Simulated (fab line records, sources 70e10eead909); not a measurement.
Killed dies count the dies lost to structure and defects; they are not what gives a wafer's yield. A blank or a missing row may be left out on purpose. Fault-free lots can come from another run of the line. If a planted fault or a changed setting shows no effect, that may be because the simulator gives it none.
Matching of chambers -- flow nandHarc -- NHARC_A_STAIRCASE_CMP_450 on cmp-02 has 4 sister chambers
The step polishes SiO2, target thk 200 nm. 8 wafers are shown with their chamber, then 10 later ones without.

== WAFERS, EACH WITH ITS CHAMBER ==
wafer,chamber,motorCurrentA (A)
L085.4,3,13.7
L085.6,3,14.6
L090.5,0,11.5
L090.6,1,12.5
L094.5,1,13.1
L094.6,0,12.0
L092.4,2,9.5
L092.5,2,9.7

== WAFERS WITH NO CHAMBER GIVEN ==
wafer,motorCurrentA (A)
L092.6,12.1
L091.1,10.2
L091.3,12.7
L091.4,14.0
L097.1,12.2
L097.2,12.5
L097.4,12.9
L096.3,13.4
L096.4,11.4
L096.6,13.0

== EACH ONE'S CHAMBER ==
wafer,from the rows above,in truth
L092.6,can't be placed: 0 or 1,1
L091.1,2,2
L091.3,can't be placed: 1 or 0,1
L091.4,3,3
L097.1,can't be placed: 0 or 1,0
L097.2,can't be placed: 1 or 0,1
L097.4,1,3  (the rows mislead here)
L096.3,can't be placed: 1 or 3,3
L096.4,0,0
L096.6,1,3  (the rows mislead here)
3 of 10 placed correctly. From these rows, 5 cannot be placed; in 5 the true chamber is one of the candidates. Placed wrongly: 2.
How it was worked out, from the rows above alone: a wafer's distance from a chamber is the root of the sum, over the readings, of the square of ((its reading less the chamber's mean) divided by the reading's scatter). If the next closest chamber is less than 2 further off than the closest, the wafer can't be placed; otherwise it belongs to the closest. Each chamber's mean is taken over the wafers shown for it. The scatter: the root of (the sum of the squares of (reading less its chamber's mean) over the shown wafers, divided by (wafers less chambers)).
